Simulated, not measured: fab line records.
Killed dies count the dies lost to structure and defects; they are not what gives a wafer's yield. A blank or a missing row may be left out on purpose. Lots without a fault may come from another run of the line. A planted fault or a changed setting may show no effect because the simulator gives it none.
A struck lot beside a sound one + flow nand-harc + 13 steps out of a route of 1159
Sound: the wafers L158.2, L158.3, L158.4. Struck: wafer L170.4. (L170.1, L170.3 of the same lot were not struck and are left out.) The cause comes at the end.
At each step with rows: each side's tool, then ch and its chambers, then its first start. Under that, the readings that differ: sound wafers + struck wafers + difference of the means + sigmas: that difference in standard deviations of wafers without a fault.
alike: a reading whose means differ by less than 2 such deviations, as well as words and numbers matching on both sides. not compared: withheld readings; readings where some wafer has no value; bounds like >300 that might hide an equal value; numbers whose values overlap and for which the record gives no deviation.
The two part at a step that has a row with sigmas, a row that says differs or no value, or rows on one side only. Non-overlapping numbers with no deviation appear without sigmas and do not part them. A reading missing from all wafers of one side parts the sides only when that side holds two or more wafers.

NHARC_A_WL_FILL_ALD_02: deposits TiN, target thk 2 nm, pulse time 3 s, ald cycles 100.
  sound on ald-metal-02 ch 0,2,3, day 17 07:35; struck on ald-metal-01 ch 3, day 19 08:59
  alike: heater-power-w, precursor-pulse-height-rel
then, 1 step without rows for these wafers: NHARC_A_WL_FILL_CVD_03 (deposits W, target thk 40 nm, time 3302 s).
NHARC_A_WL_FILL_ETCHBACK_04: etches the open film in NF3, target depth 60 nm, time 120 s.
  sound on rie-metal-03 ch 0,1, day 17 17:04; struck on rie-metal-01 ch 1, day 19 15:29
  alike: drypump-motor-current-A, oes-product-au, run-length-s
  not compared: rf-hours-counter-h
then, 1 step without rows for these wafers: NHARC_A_WL_FILL_ETCHBACK_05 (etches the open film in Cl2/BCl3, target depth 22 nm, time 60 s).
NHARC_A_WL_FILL_STRIP_27: strips in N2/H2, time 20 s.
  sound on plasma-asher-01 ch 0,1, day 17 17:25; struck on plasma-asher-01 ch 0, day 19 15:51
  alike: drypump-motor-current-A, heater-power-w
  not compared: rf-hours-counter-h
then, 4 steps without rows for these wafers: NHARC_A_WL_FILL_STRIP_28 (strips in post etch residue remover, time 1200 s); NHARC_A_WL_FILL_PRECLEAN_06 (cleans in DIW, time 300 s); NHARC_A_WL_FILL_SRD_07; NHARC_A_WL_FILL_ANNEAL_08 (time 1800 s).
NHARC_A_WL_FILL_ALD_10: deposits SiO2, target thk 50 nm, pulse time 10 s, ald cycles 500.
  sound on ald-hk-02 ch 0,1,3, day 17 23:10; struck on ald-hk-04 ch 3, day 19 18:33
  alike: heater-power-w, precursor-pulse-height-rel
NHARC_A_WL_FILL_ETCHBACK_16: etches the open film in C4F8/O2/Ar, target depth 88 nm, time 17.6 s.
  sound on rie-diel-03 ch 0,2,3, day 18 03:16; struck on rie-diel-12 ch 0, day 19 23:13
| reading                | sound          | struck | difference | sigmas |
|------------------------|----------------|--------|------------|--------|
| rf-hours-counter-h (h) | 0.2 0.2 0.2    | 4.2    | +4.0       |        |
| run-length-s (s)       | 39.6 38.8 38.9 | 27.7   | -11.4      | -27    |
  alike: oes-product-au, rf-vpp-V
NHARC_A_WL_FILL_STRIP_29: strips in O2, time 20 s.
  sound on rie-diel-03 ch 0,1,2, day 18 03:22; struck on rie-diel-12 ch 2, day 19 23:19
| reading                | sound       | struck | difference | sigmas |
|------------------------|-------------|--------|------------|--------|
| rf-hours-counter-h (h) | 0.2 0.2 0.3 | 4.1    | +3.9       |        |
  alike: drypump-motor-current-A, oes-product-au, rf-vpp-V, showerhead-plenum-p-Torr, throttle-valve-pct
-- record jumps: 4 days between struck wafers' starts before vs after; left off in module A_WL_FILL, resumes in module END, first step shown is number 1159 of the route --
NHARC_END_SORT_01:
  sound on prober-01 ch 0, day 22 01:14; struck on prober-02 ch 0, day 24 04:10
| reading         | sound    | struck | difference | sigmas |
|-----------------|----------|--------|------------|--------|
| killed-at-array | 38 37 48 | 672    | +631       | +57    |
| killed-dies     | 43 39 53 | 677    | +632       | +57    |
  alike: killed-at-other, killed-at-periphery, killed-open, killed-short

WHERE THEY PART
At NHARC_A_WL_FILL_ETCHBACK_16 first; at NHARC_END_SORT_01 last (within this record only).

WHY: what had been put in by the simulator
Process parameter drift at NHARC_A_WL_FILL_ETCHBACK_16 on rie-diel-12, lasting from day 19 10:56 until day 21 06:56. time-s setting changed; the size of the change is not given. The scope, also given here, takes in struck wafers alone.
